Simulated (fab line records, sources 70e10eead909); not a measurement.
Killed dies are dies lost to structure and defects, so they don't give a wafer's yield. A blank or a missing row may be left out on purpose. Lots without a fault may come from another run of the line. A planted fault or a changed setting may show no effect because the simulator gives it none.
Which tool did it? | flow nand_harc | 24 lots, 72 wafers sampled, at 5 steps of a route of 1159

WHAT THE GAUGES READ, wafer by wafer
NHARC_P_CONTACT_OVL_MEAS_13. Usual: overlay_x_nm -0.2 nm, standard deviation 0.77; overlay_y_nm -0.1 nm, standard deviation 0.83.
lot  | measured     | on         | overlay_x_nm (nm) | overlay_y_nm (nm) | flag
L074 | day 5 13:52  | overlay-02 | -0.1 -0.5 -0.4    | 0.6 0.5 0.3       |
L075 | day 5 19:28  | overlay-01 | -0.3 0.3 0.0      | -1.3 -1.0 -0.8    |
L076 | day 5 20:29  | overlay-01 | 0.5 0.6 0.7       | 0.5 0.1 -0.2      |
L077 | day 6 07:32  | overlay-02 | 0.0 -0.6 -0.8     | 0.0 -0.2 -0.6     |
L078 | day 6 18:00  | overlay-02 | 0.1 0.0 0.1       | 0.3 0.0 -0.6      |
L079 | day 6 18:29  | overlay-01 | 0.4 -0.4 0.3      | 0.7 0.4 0.7       |
L080 | day 7 04:59  | overlay-01 | -1.4 -1.9 -1.5    | -1.2 -1.0 -0.6    |
L081 | day 7 11:43  | overlay-01 | 0.4 0.7 0.2       | -1.3 -0.8 -0.8    |
L082 | day 7 12:38  | overlay-02 | -0.7 -1.6 -1.2    | 1.5 1.0 1.0       |
L083 | day 8 02:04  | overlay-01 | -0.6 -0.8 -0.7    | 1.0 1.0 0.6       |
L084 | day 8 02:35  | overlay-02 | -0.4 0.0 -0.4     | -0.7 0.1 -0.7     |
L085 | day 8 16:26  | overlay-02 | -0.6 -1.7 -0.4    | 0.5 0.0 0.4       |
L087 | day 8 17:14  | overlay-02 | -0.3 -0.6 0.3     | 0.1 0.1 0.7       |
L086 | day 8 17:54  | overlay-01 | 0.0 -0.9 -0.2     | 1.1 0.4 0.2       |
L088 | day 9 01:08  | overlay-01 | -1.6 -1.6 -0.9    | -0.9 -1.5 -0.9    |
L089 | day 9 10:39  | overlay-01 | 0.6 0.2 0.6       | 1.0 0.5 0.8       |
L090 | day 9 18:07  | overlay-02 | -1.3 -0.9 -0.6    | -0.4 -0.4 -0.5    |
L091 | day 9 18:22  | overlay-02 | -1.8 -1.4 -1.4    | 0.5 0.0 -0.5      |
L092 | day 10 04:37 | overlay-01 | 0.9 0.7 1.0       | 1.2 1.0 1.5       |
L093 | day 10 08:25 | overlay-02 | 0.4 0.6 0.9       | -0.7 -1.3 -0.5    |
L094 | day 10 08:49 | overlay-01 | -0.6 -0.6 -1.1    | 0.3 0.9 0.5       |
L096 | day 10 20:28 | overlay-02 | 0.2 0.2 0.6       | 0.0 -0.3 -0.3     |
L095 | day 10 21:15 | overlay-02 | 0.3 0.6 0.8       | -0.6 -1.6 -0.9    |
L097 | day 11 02:47 | overlay-01 | 0.8 0.6 0.5       | -1.3 -1.4 -1.9    |

NHARC_A_ONON_D1_THK_MEAS_18: measures by ellipsometry. Usual: thk_nm 1002 nm, standard deviation 9.4.
lot  | measured     | on            | thk_nm (nm)    | flag
L074 | day 8 00:05  | film_metro-01 | 1001 1003 1001 |
L075 | day 8 05:10  | film_metro-02 | 1004 1003 1001 |
L076 | day 8 09:08  | film_metro-01 | 998 997 998    |
L077 | day 8 13:13  | film_metro-02 | 984 984 984    |
L078 | day 8 23:44  | film_metro-02 | 1011 1009 1011 |
L079 | day 9 11:27  | film_metro-02 | 1023 1022 1021 |
L080 | day 9 11:27  | film_metro-01 | 1005 1006 1006 |
L081 | day 9 20:20  | film_metro-01 | 997 997 996    |
L082 | day 9 20:18  | film_metro-02 | 987 988 987    |
L083 | day 10 07:32 | film_metro-01 | 994 992 989    |
L084 | day 10 07:32 | film_metro-02 | 1007 1008 1006 |
L085 | day 11 01:55 | film_metro-01 | 993 991 993    |
L087 | day 11 01:55 | film_metro-02 | 1015 1016 1015 |
L086 | day 11 02:16 | film_metro-01 | 988 989 987    |
L088 | day 11 13:02 | film_metro-02 | 1001 1003 1000 |
L089 | day 11 22:11 | film_metro-01 | 1004 1004 1004 |
L090 | day 11 22:11 | film_metro-02 | 1005 1005 1004 |
L091 | day 11 22:12 | film_metro-02 | 1002 1002 1003 |
L092 | day 12 10:35 | film_metro-02 | 1009 1007 1009 |
L093 | day 12 20:39 | film_metro-01 | 1002 1002 1002 |
L094 | day 12 20:52 | film_metro-01 | 1000 1000 1001 |
L096 | day 13 07:01 | film_metro-02 | 1018 1019 1018 |
L095 | day 13 07:22 | film_metro-02 | 1002 1002 1001 |
L097 | day 13 07:01 | film_metro-01 | 993 991 991    |

WHICH TOOL RAN EACH LOT (tool, then ch and the chambers of the sampled wafers, then the start)
lot  | NHARC_P_GATE_STRIP_95                | NHARC_P_CONTACT_DESCUM_17          | NHARC_P_M1_ANNEAL_31
L074 | plasma_asher-02 ch 0,1, day 5 09:56  | rie_diel-03 ch 1,2, day 5 13:58    | rtp_anneal-02 ch 0, day 6 01:38
L075 | plasma_asher-02 ch 0,1, day 5 15:41  | rie_diel-07 ch 0,1,3, day 5 19:34  | rtp_anneal-02 ch 0, day 6 10:09
L076 | plasma_asher-02 ch 0,1, day 5 16:41  | rie_diel-07 ch 1,2,3, day 5 20:35  | rtp_anneal-02 ch 0, day 6 11:23
L077 | plasma_asher-02 ch 0, day 6 03:58    | rie_diel-03 ch 1,2, day 6 07:38    | rtp_anneal-01 ch 0, day 6 18:22
L078 | plasma_asher-02 ch 0,1, day 6 14:27  | rie_diel-07 ch 1,2, day 6 18:05    | rtp_anneal-01 ch 0, day 7 04:20
L079 | plasma_asher-01 ch 0,1, day 6 14:41  | rie_diel-13 ch 0,2,3, day 6 18:35  | rtp_anneal-02 ch 0, day 7 12:17
L080 | plasma_asher-01 ch 0,1, day 7 01:28  | rie_diel-07 ch 0,1,2, day 7 05:05  | rtp_anneal-02 ch 0, day 7 15:17
L081 | plasma_asher-02 ch 0,1, day 7 08:03  | rie_diel-07 ch 0,2, day 7 11:49    | rtp_anneal-01 ch 0, day 8 00:33
L082 | plasma_asher-01 ch 0,1, day 7 09:04  | rie_diel-03 ch 1,2, day 7 12:44    | rtp_anneal-02 ch 0, day 8 00:47
L083 | plasma_asher-02 ch 0,1, day 7 22:08  | rie_diel-07 ch 0,2,3, day 8 02:10  | rtp_anneal-02 ch 0, day 8 12:33
L084 | plasma_asher-02 ch 0,1, day 7 22:56  | rie_diel-03 ch 1,2,3, day 8 02:41  | rtp_anneal-02 ch 0, day 8 13:05
L085 | plasma_asher-02 ch 0,1, day 8 13:02  | rie_diel-03 ch 1,2,3, day 8 16:33  | rtp_anneal-01 ch 0, day 9 02:31
L087 | plasma_asher-01 ch 1, day 8 13:43    | rie_diel-03 ch 0,1,3, day 8 17:20  | rtp_anneal-01 ch 0, day 9 03:37
L086 | plasma_asher-02 ch 0,1, day 8 14:23  | rie_diel-03 ch 0,2,3, day 8 18:00  | rtp_anneal-01 ch 0, day 9 04:06
L088 | plasma_asher-01 ch 0,1, day 8 21:37  | rie_diel-07 ch 1,2,3, day 9 01:14  | rtp_anneal-02 ch 0, day 9 12:55
L089 | plasma_asher-01 ch 0,1, day 9 06:46  | rie_diel-13 ch 0,3, day 9 10:46    | rtp_anneal-02 ch 0, day 10 03:04
L090 | plasma_asher-01 ch 0,1, day 9 14:36  | rie_diel-03 ch 0,2, day 9 18:12    | rtp_anneal-01 ch 0, day 10 05:23
L091 | plasma_asher-02 ch 0, day 9 14:47    | rie_diel-07 ch 1,2,3, day 9 18:28  | rtp_anneal-01 ch 0, day 10 05:50
L092 | plasma_asher-02 ch 0,1, day 10 00:22 | rie_diel-13 ch 1,2, day 10 04:43   | rtp_anneal-02 ch 0, day 10 15:38
L093 | plasma_asher-01 ch 0,1, day 10 04:47 | rie_diel-07 ch 1,2,3, day 10 08:31 | rtp_anneal-01 ch 0, day 10 23:22
L094 | plasma_asher-02 ch 0,1, day 10 05:07 | rie_diel-07 ch 1,2, day 10 08:55   | rtp_anneal-01 ch 0, day 10 23:49
L096 | plasma_asher-02 ch 0,1, day 10 16:59 | rie_diel-13 ch 1,2, day 10 20:34   | rtp_anneal-01 ch 0, day 11 09:31
L095 | plasma_asher-01 ch 0,1, day 10 17:31 | rie_diel-07 ch 0,1, day 10 21:22   | rtp_anneal-01 ch 0, day 11 09:48
L097 | plasma_asher-01 ch 0,1, day 10 23:13 | rie_diel-03 ch 0,2,3, day 11 02:53 | rtp_anneal-02 ch 0, day 11 13:02
- NHARC_P_GATE_STRIP_95: strips in O2.
- NHARC_P_CONTACT_DESCUM_17: chemistry O2, time 3 s.
- NHARC_P_M1_ANNEAL_31: time 90 s.

WHAT THE TOOLS THEMSELVES READ (means of the sampled wafers that have a number; where no wafer has one, the mark that the record gives instead)
NHARC_P_GATE_STRIP_95. Usual: drypump_motor_current_A 5.7 A, standard deviation 0.34; heater_power_w 350 W, standard deviation 15.
lot  | tool            | drypump_motor_current_A (A) | heater_power_w (W) | flag
L074 | plasma_asher-02 | 5.9                         | 334                |
L075 | plasma_asher-02 | 5.7                         | 337                |
L076 | plasma_asher-02 | 5.9                         | 342                |
L077 | plasma_asher-02 | 5.5                         | 329                |
L078 | plasma_asher-02 | 5.9                         | 340                |
L079 | plasma_asher-01 | 5.4                         | 360                |
L080 | plasma_asher-01 | 5.5                         | 362                |
L081 | plasma_asher-02 | 5.9                         | 339                |
L082 | plasma_asher-01 | 5.4                         | 356                |
L083 | plasma_asher-02 | 5.7                         | 333                |
L084 | plasma_asher-02 | 5.7                         | 330                |
L085 | plasma_asher-02 | 5.7                         | 332                |
L087 | plasma_asher-01 | 5.7                         | 376                |
L086 | plasma_asher-02 | 5.9                         | 340                |
L088 | plasma_asher-01 | 5.5                         | 366                |
L089 | plasma_asher-01 | 5.4                         | 359                |
L090 | plasma_asher-01 | 5.4                         | 353                |
L091 | plasma_asher-02 | 5.4                         | 344                |
L092 | plasma_asher-02 | 5.7                         | 354                |
L093 | plasma_asher-01 | 5.5                         | 363                |
L094 | plasma_asher-02 | 5.9                         | 355                |
L096 | plasma_asher-02 | 5.7                         | 349                |
L095 | plasma_asher-01 | 5.4                         | 357                |
L097 | plasma_asher-01 | 5.5                         | 363                |

NHARC_P_CONTACT_DESCUM_17. Usual: drypump_motor_current_A 5.6 A, standard deviation 0.48; o2_flow_sccm 199.9 sccm, standard deviation 0.58; oes_product_au 0.999 a.u., standard deviation 0.012; rf_vpp_V 57.8 V, standard deviation 0.9; showerhead_plenum_p_Torr 1.92 Torr, standard deviation 0.091; throttle_valve_pct 11.311 %, standard deviation 0.0094.
lot  | tool        | drypump_motor_current_A (A) | o2_flow_sccm (sccm) | oes_product_au (a.u.) | rf_vpp_V (V) | showerhead_plenum_p_Torr (Torr) | throttle_valve_pct (%) | flag
L074 | rie_diel-03 | 5.3                         | 199.6               | 0.994                 | 57.6         | 1.93                            | 11.313                 |
L075 | rie_diel-07 | 6.0                         | 200.1               | 0.996                 | 57.3         | 1.87                            | 11.301                 |
L076 | rie_diel-07 | 5.9                         | 199.9               | 0.998                 | 56.9         | 1.90                            | 11.312                 |
L077 | rie_diel-03 | 5.3                         | 199.6               | 0.990                 | 58.2         | 1.93                            | 11.312                 |
L078 | rie_diel-07 | 6.0                         | 199.3               | 0.989                 | 57.4         | 1.82                            | 11.312                 |
L079 | rie_diel-13 | 5.7                         | 200.1               | 0.996                 | 58.3         | 1.97                            | 11.315                 |
L080 | rie_diel-07 | 6.0                         | 200.5               | 0.997                 | 57.3         | 1.83                            | 11.310                 |
L081 | rie_diel-07 | 6.1                         | 199.3               | 1.000                 | 57.7         | 1.84                            | 11.316                 |
L082 | rie_diel-03 | 5.1                         | 200.3               | 0.994                 | 58.4         | 1.96                            | 11.316                 |
L083 | rie_diel-07 | 5.8                         | 200.0               | 0.999                 | 57.8         | 1.91                            | 11.306                 |
L084 | rie_diel-03 | 5.0                         | 200.2               | 0.990                 | 58.1         | 1.98                            | 11.318                 |
L085 | rie_diel-03 | 5.1                         | 199.8               | 0.984                 | 58.8         | 1.98                            | 11.313                 |
L087 | rie_diel-03 | 5.3                         | 199.6               | 0.990                 | 58.1         | 1.95                            | 11.311                 |
L086 | rie_diel-03 | 5.1                         | 199.8               | 0.994                 | 57.7         | 1.98                            | 11.313                 |
L088 | rie_diel-07 | 5.9                         | 199.9               | 0.992                 | 58.7         | 1.90                            | 11.313                 |
L089 | rie_diel-13 | 5.9                         | 199.8               | 1.005                 | 57.5         | 1.93                            | 11.321                 |
L090 | rie_diel-03 | 5.4                         | 200.5               | 1.010                 | 57.4         | 1.93                            | 11.311                 |
L091 | rie_diel-07 | 5.9                         | 200.3               | 1.001                 | 57.7         | 1.90                            | 11.310                 |
L092 | rie_diel-13 | 5.4                         | 199.1               | 1.014                 | 57.5         | 1.95                            | 11.319                 |
L093 | rie_diel-07 | 5.8                         | 199.8               | 1.006                 | 57.6         | 1.90                            | 11.302                 |
L094 | rie_diel-07 | 5.9                         | 199.4               | 1.003                 | 57.4         | 1.86                            | 11.309                 |
L096 | rie_diel-13 | 5.3                         | 199.7               | 1.009                 | 58.4         | 1.94                            | 11.305                 |
L095 | rie_diel-07 | 6.2                         | 200.1               | 0.987                 | 56.5         | 1.79                            | 11.306                 |
L097 | rie_diel-03 | 5.1                         | 200.2               | 1.000                 | 56.4         | 1.98                            | 11.305                 |

NHARC_P_M1_ANNEAL_31. Usual: wafer_temp_C_max 225.91, standard deviation 0.23.
lot  | tool          | wafer_temp_C_max | flag
L074 | rtp_anneal-02 | 225.98           |
L075 | rtp_anneal-02 | 226.02           |
L076 | rtp_anneal-02 | 225.97           |
L077 | rtp_anneal-01 | 225.77           |
L078 | rtp_anneal-01 | 225.89           |
L079 | rtp_anneal-02 | 226.19           |
L080 | rtp_anneal-02 | 226.18           |
L081 | rtp_anneal-01 | 225.82           |
L082 | rtp_anneal-02 | 226.13           |
L083 | rtp_anneal-02 | 225.79           |
L084 | rtp_anneal-02 | 225.92           |
L085 | rtp_anneal-01 | 225.90           |
L087 | rtp_anneal-01 | 225.83           |
L086 | rtp_anneal-01 | 225.80           |
L088 | rtp_anneal-02 | 225.82           |
L089 | rtp_anneal-02 | 225.63           |
L090 | rtp_anneal-01 | 226.07           |
L091 | rtp_anneal-01 | 225.88           |
L092 | rtp_anneal-02 | 225.87           |
L093 | rtp_anneal-01 | 225.89           |
L094 | rtp_anneal-01 | 225.87           |
L096 | rtp_anneal-01 | 225.88           |
L095 | rtp_anneal-01 | 225.88           |
L097 | rtp_anneal-02 | 225.67           |

THE ANSWER, worked out from the rows above alone
Rule: a lot is off if the mean of its wafers that have a number lies more than 3 standard deviations from the usual mean. A lot without any number at a reading at which 4 lots or more have one is off too. The other lots that the step has rows for count as sound. The gauges are gone through in route order, then the tools' own readings, and for those a lot's mean is taken as printed above. The first step at which some lot is off is used, and at that step the reading that is off furthest; a lot without a number counts as furthest.
No lot is off at any reading shown: from this, nothing can be told.

WHAT THE SIMULATOR HAD PUT IN
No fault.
